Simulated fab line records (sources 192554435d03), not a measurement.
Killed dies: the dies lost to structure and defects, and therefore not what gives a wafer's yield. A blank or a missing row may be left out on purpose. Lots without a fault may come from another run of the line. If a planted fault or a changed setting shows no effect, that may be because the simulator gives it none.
Chamber matching + flow n5-finfet + N5_BEOL_M2_STRIP_36 on rie-diel-02: 4 sister chambers
The step strips in N2/H2. 20 wafers are shown with their chamber, then 10 later ones without.

EACH WAFER AND ITS CHAMBER
| wafer  | chamber | drypump-motor-current-A (A) | showerhead-plenum-p-Torr (Torr) | throttle-valve-pct (%) |
|--------|---------|-----------------------------|---------------------------------|------------------------|
| L079.1 | 1       | 6.2                         | 2.52                            | 23.54                  |
| L079.3 | 0       | 6.5                         | 2.71                            | 23.85                  |
| L079.5 | 1       | 6.3                         | 2.52                            | 23.56                  |
| L082.1 | 2       | 5.1                         | 2.51                            | 23.90                  |
| L082.2 | 1       | 6.3                         | 2.52                            | 23.54                  |
| L082.3 | 3       | 5.9                         | 2.55                            | 24.00                  |
| L085.2 | 2       | 5.1                         | 2.51                            | 23.92                  |
| L085.4 | 1       | 6.3                         | 2.51                            | 23.56                  |
| L085.5 | 0       | 6.5                         | 2.70                            | 23.87                  |
| L088.1 | 2       | 5.1                         | 2.51                            | 23.90                  |
| L088.3 | 1       | 6.3                         | 2.51                            | 23.58                  |
| L088.5 | 1       | 6.3                         | 2.51                            | 23.57                  |
| L090.2 | 0       | 6.6                         | 2.70                            | 23.90                  |
| L090.5 | 3       | 5.9                         | 2.54                            | 24.02                  |
| L090.6 | 1       | 6.3                         | 2.51                            | 23.57                  |
| L091.1 | 2       | 5.1                         | 2.51                            | 23.90                  |
| L091.2 | 0       | 6.5                         | 2.70                            | 23.88                  |
| L091.6 | 1       | 6.3                         | 2.51                            | 23.58                  |
| L093.2 | 2       | 5.1                         | 2.51                            | 23.93                  |
| L093.4 | 2       | 5.1                         | 2.50                            | 23.93                  |

SIGNATURES, as means of the wafers listed above
| reading                  | chamber 0 | chamber 1 | chamber 2 | chamber 3 | scatter within a chamber |
|--------------------------|-----------|-----------|-----------|-----------|--------------------------|
| drypump-motor-current-A  | 6.525     | 6.287     | 5.100     | 5.900     | 0.0319                   |
| showerhead-plenum-p-Torr | 2.7025    | 2.5137    | 2.5083    | 2.5450    | 0.00497                  |
| throttle-valve-pct       | 23.8750   | 23.5625   | 23.9133   | 24.0100   | 0.0166                   |
Rule: distance of a wafer from a chamber = root of the sum over the readings of ((wafer's reading minus chamber's mean) / reading's scatter) squared. The wafer belongs to the nearest chamber; if the next one is less than 2 further off, it can't be placed. The scatter: take each reading less its chamber's mean, square it, sum over the shown wafers, divide by the number of wafers less the number of chambers, and take the root.

WAFERS WHOSE CHAMBER IS MISSING
| wafer  | drypump-motor-current-A (A) | showerhead-plenum-p-Torr (Torr) | throttle-valve-pct (%) |
|--------|-----------------------------|---------------------------------|------------------------|
| L093.5 | 6.5                         | 2.69                            | 23.87                  |
| L095.2 | 5.1                         | 2.50                            | 23.93                  |
| L095.3 | 6.5                         | 2.69                            | 23.89                  |
| L095.5 | 5.1                         | 2.50                            | 23.97                  |
| L096.2 | 5.9                         | 2.54                            | 24.05                  |
| L096.4 | 6.3                         | 2.51                            | 23.08                  |
| L096.5 | 5.1                         | 2.50                            | 23.94                  |
| L097.1 | 6.5                         | 2.69                            | 23.90                  |
| L097.3 | 5.9                         | 2.54                            | 24.06                  |
| L097.5 | 5.1                         | 2.50                            | 23.92                  |

WHICH CHAMBER EACH WENT THROUGH
| wafer  | from the rows above | in truth |
|--------|---------------------|----------|
| L093.5 | 0                   | 0        |
| L095.2 | 2                   | 2        |
| L095.3 | 0                   | 0        |
| L095.5 | 2                   | 2        |
| L096.2 | 3                   | 3        |
| L096.4 | 1                   | 1        |
| L096.5 | 2                   | 2        |
| L097.1 | 0                   | 0        |
| L097.3 | 3                   | 3        |
| L097.5 | 2                   | 2        |
Correct placement for 10 of the 10. From these rows, 0 cannot be placed. Number placed wrongly: 0.
